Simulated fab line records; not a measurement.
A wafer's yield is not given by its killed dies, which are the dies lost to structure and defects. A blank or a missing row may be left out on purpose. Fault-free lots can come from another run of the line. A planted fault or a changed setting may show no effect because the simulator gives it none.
A struck lot beside a sound one	flow n5-finfet	39 steps out of a route of 1938
Sound: wafers L687.1, L687.2, L687.3. Struck: wafers L683.4, L683.5. The cause is given at the end.
Order at every step that has rows: each side's tool, ch and its chambers, its first start. Under that, the readings that differ: sound wafers	struck wafers	difference of the means	sigmas: that difference in standard deviations of wafers without a fault.
alike: readings with means less than 2 such deviations apart, plus words and numbers identical on both sides. not compared: withheld readings, readings lacking a value on some wafer, bounds such as >300 that could conceal the same value, and numbers that have no deviation in the record and whose values overlap.
The two part at a step that has a row with sigmas, a row that says differs or no value, or rows on one side only. Non-overlapping numbers with no deviation appear without sigmas and do not part them. A reading missing from all wafers of one side parts the sides only when that side holds two or more wafers.

first, 9 steps without rows for these wafers: N5_MOL_CONTACT_COAG_CVD_140 (deposits W, target thk 66.5 nm, time 215 s); N5_MOL_CONTACT_COAG_PRECLEAN_127 (cleans in DIW, time 57.5 s); N5_MOL_CONTACT_COAG_SRD_128 (dry time 32 s); N5_MOL_CONTACT_COAG_CMP_52 (polishes, stops on SiO2, t overpolish 1.5 s, target thk 66.5 nm); N5_MOL_CONTACT_COAG_ANNEAL_112 (time 1800 s); N5_BEOL_M0_SAQP_PECVD_00 (deposits SiCN from 3MS/NH3, target thk 8 nm, time 14 s); N5_BEOL_M0_SAQP_ILD_DEP_01 (deposits SiOC from DEMS/O2, target thk 45.419 nm, time 8.7 s); N5_BEOL_M0_SAQP_HM_DEP_02 (deposits TiN, target thk 12 nm); N5_BEOL_M0_SAQP_PECVD_03 (deposits SiCN from 3MS/NH3, target thk 12 nm, time 21.1 s).
N5_BEOL_M0_SAQP_PECVD_96: deposits a-Si from SiH4/He, target thk 45 nm, time 45.2 s.
  sound on pecvd-04 ch 0,1,2, day 11 07:57; struck on pecvd-03 ch 0,2, day 9 20:00
reading	sound	struck	difference	sigmas
run-length-s (s)	81.7 81.4 82.2	83.5 83.6	+1.8	+3
model.a-Si_of_BEOL_M0_SAQP_PECVD_96.thk-nm (nm)	45 44.8 44.8	48 48	+3	
  alike: heater-power-w, showerhead-plenum-p-Torr, throttle-valve-pct
then, 25 steps without rows for these wafers: N5_BEOL_M0_SAQP_PECVD_97 (deposits SiNx from SiH4/NH3/N2, target thk 23 nm, time 19.9 s); N5_BEOL_M0_SAQP_PECVD_04 (deposits a-Si from SiH4/He, target thk 60 nm, time 60.2 s); N5_BEOL_M0_SAQP_HM_DEP_111 (deposits SiO2 from SiH4/N2O, target thk 12 nm, time 7.2 s); N5_BEOL_M0_SAQP_COAT_81 (time 60 s, resist thk 100 nm); N5_BEOL_M0_SAQP_COAT_82 (time 60 s, resist thk 30 nm); N5_BEOL_M0_SAQP_COAT_08 (resist thk 90 nm); N5_BEOL_M0_SAQP_EBR_10; N5_BEOL_M0_SAQP_SOFTBAKE_09 (time 60 s); N5_BEOL_M0_SAQP_EXPOSE_11 (exposes mask M0 CORE, target cd 42 nm); N5_BEOL_M0_SAQP_PEB_12 (peb time 60 s); N5_BEOL_M0_SAQP_DEVELOP_13 (develop time 30 s); N5_BEOL_M0_SAQP_DESCUM_19 (chemistry O2, time 7.9 s); N5_BEOL_M0_SAQP_ETCH_83 (etches SiARC in CF4, target depth 39 nm, time 65 s); N5_BEOL_M0_SAQP_ETCH_84 (etches SOC in N2/H2, target depth 100 nm, overetch 20 nm, time 150 s); N5_BEOL_M0_SAQP_STRIP_80 (strips in N2/H2); N5_BEOL_M0_SAQP_HM_OPEN_112 (chemistry CHF3/O2, target SiO2, stops on a-Si, target depth 12 nm, time 13.5 s); N5_BEOL_M0_SAQP_STRIP_113 (strips in CHF3/O2); N5_BEOL_M0_SAQP_MANDREL_ETCH_20 (etches a-Si in HBr/Cl2, stops on SiNx, target depth 60 nm, bt time 10 s, time 30 s); N5_BEOL_M0_SAQP_STRIP_86 (strips in N2/H2); N5_BEOL_M0_SAQP_STRIP_115 (strips in post etch residue remover, time 60 s); N5_BEOL_M0_SAQP_SRD_93 (time 30 s); N5_BEOL_M0_SAQP_RECESS_114 (chemistry HF/NH3, target SiO2, target depth 14.4 nm, afs cycles 3, sublimation time 60 s); N5_BEOL_M0_SAQP_SPACER1_ALD_98 (deposits SiO2, target thk 12.8 nm, pulse time 1 s, purge time 2 s); N5_BEOL_M0_SAQP_SPACER1_ETCHBACK_99 (etches SiO2 in CHF3/O2, target depth 15.4 nm, time 7.7 s); N5_BEOL_M0_SAQP_MANDREL1_REMOVE_100 (chemistry HBr/Cl2/O2, target a-Si, stops on SiNx, bt time 10 s).
N5_BEOL_M0_SAQP_MANDREL_ETCH_103: etches a-Si in HBr/Cl2, stops on SiCN, target depth 45 nm, bt time 10 s, time 27 s.
  sound on rie-si-05 ch 2,3, day 11 11:38; struck on rie-si-05 ch 1,2, day 9 23:08
reading	sound	struck	difference	sigmas
oes-product-au (a.u.)	0.681 0.698 0.681	0.729 0.698	+0.027	+2
model.etch.depth-nm (nm)	45 44.8 44.8	48.05 48.02	+3.17	
  alike: HBr_flow_sccm, drypump-motor-current-A, throttle-valve-pct
  not compared: rf-hours-counter-h
N5_BEOL_M0_SAQP_SPACER2_ETCHBACK_27: etches SiO2 in CHF3/O2, target depth 22.5 nm, time 11.25 s.
  sound on rie-diel-06 ch 1,2,3, day 11 13:45; struck on rie-diel-06 ch 0,3, day 10 00:38
reading	sound	struck	difference	sigmas
model.a-Si_of_BEOL_M0_SAQP_PECVD_96.thk-nm (nm)	42.8 42.6 42.6	45.8 45.8	+3.1	
  alike: drypump-motor-current-A, oes-product-au, rf-vpp-V, showerhead-plenum-p-Torr, throttle-valve-pct
  not compared: rf-hours-counter-h
-- record jumps: 3 days separate the struck wafers' starts on either side; left off in module BEOL_M0_SAQP, taken up again in module BEOL_M4, whose first shown step is the route's number 1111 --
N5_BEOL_M4_RC_MEAS_101:
  sound on prober-02 ch 0, day 14 17:02; struck on prober-02 ch 0, day 12 19:02
  alike: DIBL_N, DIBL_P, IOFF_N, IOFF_P, ION_N, ION_P, SS_N, SS_P, VT_N, VT_P
-- a jump in the record: the struck wafers' starts before and after are 4 days apart (it breaks off in module BEOL_M4 and resumes in module PASSIVATION, where the first step shown is number 1936 of the route) --
N5_PASSIVATION_PROBE_49:
  the record has rows for the struck wafers here (prober-02, day 17 02:01) and none for the sound ones

== WHERE THEY PART ==
At N5_BEOL_M0_SAQP_PECVD_96 first; at N5_PASSIVATION_PROBE_49 last (within this record only).

WHY: what the simulator had put in
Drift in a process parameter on pecvd-03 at N5_BEOL_M0_SAQP_PECVD_96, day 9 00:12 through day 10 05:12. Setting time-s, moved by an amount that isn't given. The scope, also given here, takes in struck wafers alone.
